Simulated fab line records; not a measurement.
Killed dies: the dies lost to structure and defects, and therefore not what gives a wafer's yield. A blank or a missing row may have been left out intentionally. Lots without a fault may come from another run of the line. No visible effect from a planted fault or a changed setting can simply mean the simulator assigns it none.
fab line records + flow n5_finfet
record:
- lots: 11
- wafers: 33
- last_day: 18
route steps=1938 shown BEOL_M9@1443 PASSIVATION@1936
lots that met no fault: from a run of the same line without faults
start_h: hours from the record's first day to the start of the lot's first wafer shown + wait_h: how many hours have passed since the lot's step before this one + " as in the row above + L1.1+2: a single row standing in for several wafers + - value missing, or start not given + * or withheld: withheld + < > ~ a bound
route shown NAME@n: names a module that has steps shown in the file, with the first one's number in the route + usual: average and standard deviation across the fault-free wafers + same: alike in all rows + chamber/n: place in a boat + sites: per-site readings + _std_site: their standard deviation + _edge_site: mean of outer sites minus mean of inner sites + radius_mm: how far each site lies from the wafer's centre + mask NAME#n: copy n + behind: the tool/chamber that last shaped the wafer + hold: why the lot was held/for how many hours/how that ended + device: the n, p or np transistor that did not switch + end of line: tests run on the same wafers once the route is complete + step lacking rows: just its recipe + killed: count of dies lost to structure and defects at first sort (not the wafer's yield) + map: a wafer's dies, marking killed ones x, the rest . and places with no die _
set.NAME: setting as actually run; set.NAME@STEP: the setting as run at that earlier step + model.NAME: the simulator's own value behind a step, which no gauge read
one table for each step of the route and one row for each wafer, over a sample of lots
services: a tool's chamber out of use, with start hour (start_h, from the record's first day; less than 0 if before it), hours out, and reason
== steps ==
step: N5_BEOL_M9_VIA_ETCH_34
recipe:
- chemistry: C4F6/O2
- target: SiCOH_lowk
- target_depth_a: 1824
- mask_material: SOC
- taper_deg: 4
- time_s: 68.4
- ion_energy_ev: 250
- pressure_mtorr: 30
- source_w: 345
- bias_w: 185
- Ar_flow_sccm: 300
- C4F6_flow_sccm: 10
- O2_flow_sccm: 10
usual:
- drypump_motor_current_A: 5.8/0.33
- oes_product_au: 0.81/0.089
- rf_vpp_V: 670/12
- showerhead_plenum_p_Torr: 2.90/0.088
- throttle_valve_pct: 20.91/0.24
same:
- time_s: 68.4
| lot.wafer | tool        | chamber | start_h | wait_h | drypump_motor_current_A | oes_product_au | rf_hours_counter_h | rf_vpp_V | showerhead_plenum_p_Torr | throttle_valve_pct |
|-----------|-------------|---------|---------|--------|-------------------------|----------------|--------------------|----------|--------------------------|--------------------|
| L107.2    | rie_diel-04 | 3       | 243.96  | 0.0    | 5.4                     | 0.82           | 82                 | 665      | 2.90                     | 20.74              |
| L107.4    | "           | 1       | "       | "      | 5.8                     | 0.65           | -                  | 651      | 2.82                     | 21.25              |
| L107.6    | "           | 2       | "       | "      | 5.4                     | 0.76           | -                  | 691      | 2.99                     | 21.10              |
| L113.2    | rie_diel-02 | 0       | 263.37  | 0.0    | 6.5                     | 0.68           | 249                | 667      | 2.69                     | 21.06              |
| L113.3    | "           | 3       | "       | "      | 5.9                     | 0.85           | 62                 | 642      | 2.91                     | 20.94              |
| L113.5    | "           | 1       | "       | "      | 5.9                     | 0.72           | -                  | 674      | 2.84                     | 21.17              |
| L106.1    | rie_diel-06 | 0       | 263.86  | 0.0    | 5.8                     | 0.86           | 55                 | 662      | 2.90                     | 20.62              |
| L106.5    | "           | 2       | "       | "      | 5.9                     | 0.71           | -                  | 668      | 2.94                     | 20.58              |
| L106.6    | "           | 1       | "       | "      | 5.9                     | 0.95           | -                  | 676      | 3.01                     | 20.75              |
| L114.1    | rie_diel-06 | 3       | 266.07  | 0.0    | 5.9                     | 0.81           | 94                 | 674      | 2.77                     | 21.32              |
| L114.2    | "           | 1       | "       | "      | 5.9                     | 0.94           | 18                 | 676      | 3.01                     | 20.73              |
| L114.4    | "           | 0       | "       | "      | 5.9                     | 0.87           | 56                 | 663      | 2.90                     | 20.60              |
| L115.1    | rie_diel-04 | 3       | 280.71  | 0.0    | 5.4                     | 0.81           | 94                 | 665      | 2.89                     | 20.78              |
| L115.2    | "           | 2       | "       | "      | 5.4                     | 0.76           | 145                | 691      | 2.98                     | 21.12              |
| L115.4    | "           | 1       | "       | "      | 5.8                     | 1.00           | 2                  | 651      | 2.81                     | 20.80              |
| L117.2    | rie_diel-04 | 0       | 281.13  | 0.0    | 6.3                     | 0.96           | 9                  | 691      | 3.02                     | 20.83              |
| L117.3    | "           | 2       | "       | "      | 5.4                     | 0.75           | 145                | 690      | 2.98                     | 21.12              |
| L117.6    | "           | 2       | "       | "      | 5.3                     | 0.76           | -                  | 689      | 2.98                     | 21.12              |
| L118.1    | rie_diel-04 | 0       | 303.45  | 0.0    | 6.3                     | 0.94           | 14                 | 690      | 3.02                     | 20.83              |
| L118.3    | "           | 3       | "       | "      | 5.4                     | 0.81           | 101                | 664      | 2.89                     | 20.76              |
| L118.6    | "           | 2       | "       | "      | 5.4                     | 0.75           | -                  | 689      | 2.98                     | 21.11              |
| L121.2    | rie_diel-02 | 0       | 324.33  | 0.0    | 6.5                     | 0.95           | 14                 | 678      | 3.03                     | 20.72              |
| L121.3    | "           | 2       | "       | "      | 5.3                     | 0.83           | 71                 | 675      | 2.89                     | 20.94              |
| L121.4    | "           | 3       | "       | "      | 5.9                     | 0.81           | 84                 | 642      | 2.90                     | 20.97              |
| L126.1    | rie_diel-06 | 0       | 365.07  | 0.0    | 5.8                     | 0.82           | 84                 | 661      | 2.89                     | 20.67              |
| L126.2    | "           | 2       | "       | "      | 5.9                     | 0.70           | 190                | 665      | 2.93                     | 20.61              |
| L126.5    | "           | 3       | "       | "      | 5.8                     | 0.78           | -                  | 675      | 2.75                     | 21.36              |
| L127.2    | rie_diel-02 | 1       | 365.26  | 0.0    | 5.9                     | 0.69           | 205                | 674      | 2.82                     | 21.24              |
| L127.3    | "           | 2       | "       | "      | 5.2                     | 0.82           | 83                 | 673      | 2.88                     | 20.95              |
| L127.4    | "           | 0       | "       | "      | 6.5                     | 0.93           | 25                 | 679      | 3.02                     | 20.76              |
| L128.2    | rie_diel-04 | 3       | 374.31  | 0.0    | 5.4                     | 0.78           | 120                | 665      | 2.88                     | 20.80              |
| L128.3    | "           | 0       | "       | "      | 6.3                     | 0.90           | 33                 | 688      | 3.01                     | 20.87              |
| L128.4    | "           | 1       | "       | "      | 5.8                     | 0.91           | 25                 | 649      | 2.80                     | 20.83              |
step: N5_BEOL_M9_OCD_MEAS_38
usual:
- trench_depth_nm: 150/3.5
| lot.wafer | tool   | chamber | start_h | wait_h | trench_depth_nm |
|-----------|--------|---------|---------|--------|-----------------|
| L107.2    | ocd-01 | -       | 244.24  | -      | 156             |
| L107.4    | "      | -       | "       | "      | 149             |
| L107.6    | "      | -       | "       | "      | 152             |
| L113.2    | ocd-01 | -       | 263.64  | -      | 146             |
| L113.3    | "      | -       | "       | "      | 149             |
| L113.5    | "      | -       | "       | "      | 148             |
| L106.1    | ocd-01 | -       | 264.13  | -      | 155             |
| L106.5    | "      | -       | "       | "      | 146             |
| L106.6    | "      | -       | "       | "      | 150             |
| L114.1    | ocd-02 | -       | 266.35  | -      | 148             |
| L114.2    | "      | -       | "       | "      | 148             |
| L114.4    | "      | -       | "       | "      | 152             |
| L115.1    | ocd-01 | -       | 280.98  | -      | 155             |
| L115.2    | "      | -       | "       | "      | 151             |
| L115.4    | "      | -       | "       | "      | 153             |
| L117.2    | ocd-01 | -       | 281.41  | -      | 156             |
| L117.3    | "      | -       | "       | "      | 153             |
| L117.6    | "      | -       | "       | "      | 153             |
| L118.1    | ocd-01 | -       | 303.72  | -      | 154             |
| L118.3    | "      | -       | "       | "      | 155             |
| L118.6    | "      | -       | "       | "      | 152             |
| L121.2    | ocd-01 | -       | 324.61  | -      | 157             |
| L121.3    | "      | -       | "       | "      | 147             |
| L121.4    | "      | -       | "       | "      | 147             |
| L126.1    | ocd-02 | -       | 365.35  | -      | 153             |
| L126.2    | "      | -       | "       | "      | 145             |
| L126.5    | "      | -       | "       | "      | 148             |
| L127.2    | ocd-01 | -       | 365.54  | -      | 146             |
| L127.3    | "      | -       | "       | "      | 148             |
| L127.4    | "      | -       | "       | "      | 155             |
| L128.2    | ocd-02 | -       | 374.58  | -      | 155             |
| L128.3    | "      | -       | "       | "      | 153             |
| L128.4    | "      | -       | "       | "      | 151             |
step: N5_BEOL_M9_ALD_74
recipe:
- material: TaN
- target_thk_a: 20
- temp_c: 275
- ald_precursor_family: PDMAT
- ald_co_reactant: NH3
- pressure_torr: 3
- carrier_flow_sccm: 1500
- pulse_time_s: 2
- purge_time_s: 3
- co_reactant_purge_time_s: 2
- co_reactant_pulse_time_s: 3
- ald_cycles: 40
- precursor_vessel_temp_c: 75
- precursor_vessel_pressure_torr: 26.25
- precursor_vessel_carrier_sccm: 1000
usual:
- ald_cycles: 40/0
- heater_power_w: 414/45
| lot.wafer | tool         | chamber | start_h | wait_h | ald_cycles | heater_power_w |
|-----------|--------------|---------|---------|--------|------------|----------------|
| L107.2    | ald_metal-04 | 0       | 244.87  | 0.0    | 40         | 356            |
| L107.4    | "            | 2       | "       | "      | 40         | 486            |
| L107.6    | "            | 2       | "       | "      | 40         | 487            |
| L113.2    | ald_metal-03 | 1       | 264.33  | 0.1    | 40         | 367            |
| L113.3    | "            | 2       | "       | "      | 40         | 398            |
| L113.5    | "            | 1       | "       | "      | 40         | 370            |
| L106.1    | ald_metal-02 | 0       | 264.76  | 0.0    | 40         | 444            |
| L106.5    | "            | 0       | "       | "      | 40         | 444            |
| L106.6    | "            | 1       | "       | "      | 40         | 398            |
| L114.1    | ald_metal-04 | 2       | 267.10  | 0.0    | 40         | 486            |
| L114.2    | "            | 0       | "       | "      | 40         | 359            |
| L114.4    | "            | 1       | "       | "      | 40         | 501            |
| L115.1    | ald_metal-04 | 2       | 281.76  | 0.0    | 40         | 493            |
| L115.2    | "            | 3       | "       | "      | 40         | 355            |
| L115.4    | "            | 0       | "       | "      | 40         | 354            |
| L117.2    | ald_metal-02 | 3       | 282.06  | 0.0    | 40         | 410            |
| L117.3    | "            | 2       | "       | "      | 40         | 448            |
| L117.6    | "            | 1       | "       | "      | 40         | 401            |
| L118.1    | ald_metal-04 | 2       | 304.42  | 0.0    | 40         | 486            |
| L118.3    | "            | 1       | "       | "      | 40         | 492            |
| L118.6    | "            | 0       | "       | "      | 36         | 357            |
| L121.2    | ald_metal-04 | 0       | 325.88  | 0.5    | 40         | 352            |
| L121.3    | "            | 2       | "       | "      | 40         | 481            |
| L121.4    | "            | 1       | "       | "      | 36         | 491            |
| L126.1    | ald_metal-02 | 0       | 366.18  | 0.1    | 40         | 450            |
| L126.2    | "            | 1       | "       | "      | 40         | 384            |
| L126.5    | "            | 2       | "       | "      | 40         | 417            |
| L127.2    | ald_metal-03 | 1       | 366.40  | 0.2    | 40         | 373            |
| L127.3    | "            | 0       | "       | "      | 40         | 401            |
| L127.4    | "            | 3       | "       | "      | 40         | 413            |
| L128.2    | ald_metal-03 | 0       | 375.42  | 0.1    | 40         | 411            |
| L128.3    | "            | 3       | "       | "      | 40         | 407            |
| L128.4    | "            | 2       | "       | "      | 40         | 402            |
step: N5_BEOL_M9_THK_MEAS_53
recipe:
- thk_meas_gauge: xrf
- reads: Cu_of_BEOL_M9_ECD_50
usual:
- M9_THK: 138/4.4
| lot.wafer | tool          | chamber | start_h | wait_h | M9_THK[nm] |
|-----------|---------------|---------|---------|--------|------------|
| L107.2    | film_metro-01 | -       | 246.70  | -      | 144        |
| L107.4    | "             | -       | "       | "      | 138        |
| L107.6    | "             | -       | "       | "      | 139        |
| L113.2    | film_metro-02 | -       | 265.74  | -      | 134        |
| L113.3    | "             | -       | "       | "      | 138        |
| L113.5    | "             | -       | "       | "      | 137        |
| L106.1    | film_metro-01 | -       | 267.18  | -      | 143        |
| L106.5    | "             | -       | "       | "      | 132        |
| L106.6    | "             | -       | "       | "      | 136        |
| L114.1    | film_metro-01 | -       | 268.62  | -      | 135        |
| L114.2    | "             | -       | "       | "      | 135        |
| L114.4    | "             | -       | "       | "      | 140        |
| L115.1    | film_metro-01 | -       | 283.82  | -      | 145        |
| L115.2    | "             | -       | "       | "      | 138        |
| L115.4    | "             | -       | "       | "      | 142        |
| L117.2    | film_metro-02 | -       | 284.36  | -      | 145        |
| L117.3    | "             | -       | "       | "      | 141        |
| L117.6    | "             | -       | "       | "      | 140        |
| L118.1    | film_metro-01 | -       | 307.50  | -      | 141        |
| L118.3    | "             | -       | "       | "      | 139        |
| L118.6    | "             | -       | "       | "      | 136        |
| L121.2    | film_metro-01 | -       | 327.93  | -      | 143        |
| L121.3    | "             | -       | "       | "      | 134        |
| L121.4    | "             | -       | "       | "      | 133        |
| L126.1    | film_metro-02 | -       | 367.88  | -      | 142        |
| L126.2    | "             | -       | "       | "      | 137        |
| L126.5    | "             | -       | "       | "      | 137        |
| L127.2    | film_metro-02 | -       | 368.69  | -      | 137        |
| L127.3    | "             | -       | "       | "      | 137        |
| L127.4    | "             | -       | "       | "      | 145        |
| L128.2    | film_metro-02 | -       | 376.89  | -      | 146        |
| L128.3    | "             | -       | "       | "      | 143        |
| L128.4    | "             | -       | "       | "      | 142        |
step: N5_PASSIVATION_PROBE_49
usual:
- defect_limited_yield: 91.7/1.5
- killed_at_M0_to_M3: 32/10
- killed_at_M4_up: 14/5.3
- killed_at_contacts: 13/5.7
- killed_at_front_end: 37/10
- killed_at_other: 3.3/2.5
- killed_dies: 98/18
- killed_open: 65/13
- killed_short: 31/7.5
- sort_bin_5_function: 4.9/0.91
- sort_bin_6_memory: 3.1/0.71
- sort_bin_8_speed: 0.00/0.017
- sort_n_pass: 1082/18
- sort_yield_pct: 91.7/1.5
same:
- gross_dies: 1180
- killed_at_back_side: 0
- sort_bin_4_leakage[%]: 0
| lot.wafer | tool      | chamber | start_h | wait_h | defect_limited_yield[%] | killed_at_M0_to_M3 | killed_at_M4_up | killed_at_contacts | killed_at_front_end | killed_at_other | killed_dies | killed_open | killed_short | sort_bin_5_function[%] | sort_bin_6_memory[%] | sort_bin_8_speed[%] | sort_n_pass | sort_yield_pct[%] |
|-----------|-----------|---------|---------|--------|-------------------------|--------------------|-----------------|--------------------|---------------------|-----------------|-------------|-------------|--------------|------------------------|----------------------|---------------------|-------------|-------------------|
| L113.2    | prober-02 | -       | 331.64  | 0.1    | 88.9                    | 52                 | 31              | 7                  | 36                  | 5               | 131         | 85          | 46           | 6.8                    | 3.8                  | 0                   | 1049        | 88.9              |
| L113.3    | prober-02 | -       | 331.69  | 0.1    | 89.8                    | 40                 | 12              | 17                 | 46                  | 5               | 120         | 81          | 39           | 6.0                    | 3.9                  | 0                   | 1060        | 89.8              |
| L113.5    | prober-02 | -       | 331.79  | 0.2    | 91.8                    | 30                 | 12              | 15                 | 38                  | 2               | 97          | 66          | 30           | 4.6                    | 3.5                  | 0                   | 1083        | 91.8              |
| L121.2    | prober-01 | -       | 386.60  | 0.1    | 91.1                    | 47                 | 18              | 6                  | 32                  | 2               | 105         | 63          | 40           | 4.2                    | 4.3                  | 0                   | 1075        | 91.1              |
| L121.3    | prober-01 | -       | 386.65  | 0.1    | 91.1                    | 45                 | 14              | 9                  | 32                  | 5               | 105         | 64          | 36           | 5.9                    | 2.5                  | 0                   | 1075        | 91.1              |
| L121.4    | prober-01 | -       | 386.70  | 0.2    | 94.6                    | 23                 | 13              | 4                  | 22                  | 2               | 64          | 40          | 20           | 2.7                    | 2.4                  | 0                   | 1116        | 94.6              |
| L128.2    | prober-02 | -       | 434.63  | 0.1    | 91.0                    | 29                 | 12              | 16                 | 47                  | 2               | 106         | 69          | 36           | 5.6                    | 3.1                  | 0                   | 1074        | 91.0              |
| L128.3    | prober-02 | -       | 434.68  | 0.1    | 92.2                    | 24                 | 13              | 12                 | 33                  | 10              | 92          | 54          | 37           | 5.0                    | 2.4                  | 0                   | 1088        | 92.2              |
| L128.4    | prober-02 | -       | 434.73  | 0.2    | 89.2                    | 41                 | 16              | 23                 | 47                  | 1               | 128         | 82          | 46           | 6.2                    | 4.4                  | 0                   | 1052        | 89.2              |
killed by level:class
L113.2 BEOL_M0_SAQP:geometric_particle:short=17 BEOL_M1:geometric_particle:open=10 BEOL_M4:geometric_particle:open=10 BEOL_M0_SAQP:geometric_particle:open=9 MOL_CONTACT_COAG:geometric_particle:open=7 BEOL_M3:geometric_particle:open=7 BEOL_M5:geometric_particle:open=6 STARTING-WAFER:geometric_particle:open=6
L113.3 MOL_CONTACT_COAG:geometric_particle:open=14 BEOL_M0_SAQP:geometric_particle:short=13 BEOL_M2:geometric_particle:open=9 FIN_SAQP:geometric_particle:open=8 STI_FIN_REVEAL:geometric_particle:open=8 DUMMY_GATE:geometric_particle:open=8 BEOL_M1:geometric_particle:open=6 BEOL_M4:geometric_particle:open=6
L113.5 STI_FIN_REVEAL:geometric_particle:open=12 MOL_CONTACT_COAG:geometric_particle:open=10 BEOL_M2:geometric_particle:open=9 GATE_CUT:geometric_particle:short=8 BEOL_M0_SAQP:geometric_particle:short=8 BEOL_M3:geometric_particle:open=6 MOL_CONTACT_COAG:geometric_particle:short=5 BEOL_M4:geometric_particle:open=5
L121.2 BEOL_M0_SAQP:geometric_particle:short=16 BEOL_M0_SAQP:geometric_particle:open=11 BEOL_M1:geometric_particle:open=6 BEOL_M3:geometric_particle:open=6 BEOL_M8:geometric_particle:open=6 FIN_SAQP:geometric_particle:open=5 MOL_CONTACT_COAG:geometric_particle:open=5 FIN_SAQP:geometric_particle:short=4
L121.3 BEOL_M2:geometric_particle:open=12 BEOL_M0_SAQP:geometric_particle:short=8 MOL_CONTACT_COAG:geometric_particle:open=8 FIN_SAQP:geometric_particle:short=7 DUMMY_GATE:geometric_particle:open=6 BEOL_M0_SAQP:geometric_particle:open=6 BEOL_M1:geometric_particle:open=5 GATE_CUT:geometric_particle:short=4
L121.4 FIN_SAQP:geometric_particle:open=5 BEOL_M0_SAQP:geometric_particle:open=5 FIN_SAQP:geometric_particle:short=4 MOL_CONTACT_COAG:geometric_particle:open=4 BEOL_M0_SAQP:geometric_particle:short=4 BEOL_M1:geometric_particle:open=3 BEOL_M2:geometric_particle:open=3 BEOL_M4:geometric_particle:open=3
L128.2 FIN_SAQP:geometric_particle:open=14 MOL_CONTACT_COAG:geometric_particle:open=12 BEOL_M0_SAQP:geometric_particle:open=11 BEOL_M0_SAQP:geometric_particle:short=10 STI_FIN_REVEAL:geometric_particle:open=8 GATE_CUT:geometric_particle:short=8 FIN_SAQP:geometric_particle:short=6 MOL_CONTACT_COAG:geometric_particle:short=4
L128.3 FIN_SAQP:geometric_particle:open=12 BEOL_M0_SAQP:geometric_particle:short=8 BEOL_M0_SAQP:geometric_particle:open=8 MOL_CONTACT_COAG:geometric_particle:open=7 FIN_SAQP:geometric_particle:short=5 MOL_CONTACT_COAG:geometric_particle:short=5 GATE_CUT:geometric_particle:short=4 BEOL_M4:geometric_particle:short=4
L128.4 MOL_CONTACT_COAG:geometric_particle:open=19 BEOL_M0_SAQP:geometric_particle:short=19 FIN_SAQP:geometric_particle:open=16 BEOL_M0_SAQP:geometric_particle:open=12 GATE_CUT:geometric_particle:short=7 BEOL_M5:geometric_particle:open=6 STI_FIN_REVEAL:geometric_particle:open=5 BEOL_M3:geometric_particle:open=5
== services ==
| tool         | chamber | start_h | hours | kind                          |
|--------------|---------|---------|-------|-------------------------------|
| ald_metal-02 | 3       | 221.47  | 8.5   | repair                        |
| ald_metal-04 | -       | 227.14  | 14.6  | pm                            |
| rie_diel-04  | 0       | 228.92  | -     | clean                         |
| rie_diel-04  | 0       | 228.92  | -     | consumable_replace:focus_ring |
| rie_diel-04  | 0       | 228.92  | -     | consumable_replace:showerhead |
| rie_diel-04  | 0       | 228.92  | 27.6  | scheduled_down                |
| rie_diel-04  | 0       | 228.92  | 27.6  | vent_cycle                    |
| rie_diel-04  | 1       | 256.49  | -     | clean                         |
| rie_diel-04  | 1       | 256.49  | -     | consumable_replace:focus_ring |
| rie_diel-04  | 1       | 256.49  | 17.6  | scheduled_down                |
| rie_diel-04  | 1       | 256.49  | 17.6  | vent_cycle                    |
| rie_diel-06  | 1       | 256.96  | 4.2   | repair                        |
| rie_diel-02  | 0       | 265.89  | -     | clean                         |
| rie_diel-02  | 0       | 265.89  | -     | consumable_replace:focus_ring |
| rie_diel-02  | 0       | 265.89  | -     | consumable_replace:showerhead |
| rie_diel-02  | 0       | 265.89  | 15.8  | scheduled_down                |
| ald_metal-04 | -       | 288.36  | 2.1   | repair                        |
| rie_diel-06  | -       | 301.29  | 2.1   | repair                        |
| ald_metal-03 | -       | 308.78  | 2.8   | pm                            |
| ald_metal-03 | -       | 314.77  | 14.6  | pm                            |
| ald_metal-02 | -       | 337.28  | 14.0  | pm                            |
| rie_diel-02  | -       | 350.76  | 0.6   | repair                        |
| ald_metal-02 | -       | 368.48  | 6.0   | pm                            |
| rie_diel-04  | -       | 369.49  | 0.5   | repair                        |
== key ==
first_sign:
- step: N5_BEOL_M9_ALD_74
- reading: ald_cycles
- direction: down
- sigmas: 99+
- usual: *
- struck: *
effect none on later readings
met_at N5_BEOL_M9_ALD_74
struck_lots L118,L121
struck_wafers L118.6,L121.4
not_acting_at N5_BEOL_M9_VIA_ETCH_34,N5_BEOL_M9_OCD_MEAS_38,N5_BEOL_M9_THK_MEAS_53
onset_between 281.76 304.42
fault:
- kind: process_parameter_drift
- tool: ald_metal-04
- chamber: -
- onset_h: 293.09
- steps: N5_BEOL_M9_ALD_74
- channel: ald_cycles
- offset: *
- shape: step
- end_h: 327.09
- scope: struck_wafers_only
- acts_in: *
- stated: *
